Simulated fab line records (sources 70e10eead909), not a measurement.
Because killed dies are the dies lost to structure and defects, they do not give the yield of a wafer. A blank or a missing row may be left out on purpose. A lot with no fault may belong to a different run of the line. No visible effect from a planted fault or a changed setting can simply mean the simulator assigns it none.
Matching of chambers ; flow nand_harc ; NHARC_A_CONTACT_ETCH_110 on rie_diel-05 has 4 sister chambers
The step etches the open film in CF4/O2, target depth 50 nm, overetch 5 nm, time 27.5 s. 18 wafers are shown with their chamber, then 9 later ones without.

WAFERS WITH THEIR CHAMBER
wafer;chamber;drypump_motor_current_A (A);showerhead_plenum_p_Torr (Torr);rf_vpp_V (V)
L077.2;0;5.8;1.35;197.9
L077.3;1;5.9;1.33;197.0
L077.4;2;6.1;1.40;198.1
L078.1;3;6.6;1.32;198.8
L078.2;2;6.2;1.39;198.0
L078.3;0;5.8;1.35;198.7
L080.1;3;6.6;1.32;198.0
L080.2;0;5.8;1.35;199.3
L080.6;0;5.8;1.35;198.7
L079.2;2;6.1;1.39;199.4
L079.3;3;6.7;1.32;196.6
L079.4;1;5.9;1.32;196.9
L083.2;1;5.9;1.32;198.0
L083.3;3;6.6;1.32;196.0
L083.4;0;5.8;1.34;197.9
L084.1;3;6.6;1.32;195.5
L084.2;1;5.9;1.32;197.2
L084.6;2;6.1;1.39;198.4

SIGNATURES (means of the wafers above)
reading;chamber 0;chamber 1;chamber 2;chamber 3;scatter within a chamber
drypump_motor_current_A;5.800;5.900;6.125;6.620;0.0333
showerhead_plenum_p_Torr;1.3480;1.3225;1.3925;1.3200;0.00405
rf_vpp_V;198.500;197.275;198.475;196.980;0.889
Rule: for a wafer and a chamber, the distance is found by dividing, reading by reading, the gap between the wafer's reading and the chamber's mean by the reading's scatter, squaring, summing and taking the root. If the next closest chamber is less than 2 further off than the closest, the wafer can't be placed; otherwise it belongs to the closest. The scatter is the square root of a quotient: the sum, over the shown wafers, of each reading's squared deviation from its chamber's mean, divided by wafers minus chambers.

WAFERS WITHOUT THEIR CHAMBER
wafer;drypump_motor_current_A (A);showerhead_plenum_p_Torr (Torr);rf_vpp_V (V)
L085.2;5.8;1.34;197.0
L085.3;6.6;1.32;196.2
L085.5;6.2;1.39;200.7
L090.1;5.8;1.34;196.5
L090.5;6.6;1.31;196.6
L090.6;5.8;1.34;197.6
L092.1;5.8;1.34;197.3
L092.2;6.1;1.39;199.4
L092.4;6.6;1.31;197.9

WHICH CHAMBER EACH ONE RAN IN
wafer;from the rows above;in truth
L085.2;0;0
L085.3;3;3
L085.5;2;2
L090.1;0;0
L090.5;3;3
L090.6;0;0
L092.1;0;0
L092.2;2;2
L092.4;3;3
Correct placement for 9 of the 9. From these rows, 0 cannot be placed. Wrongly placed: 0.
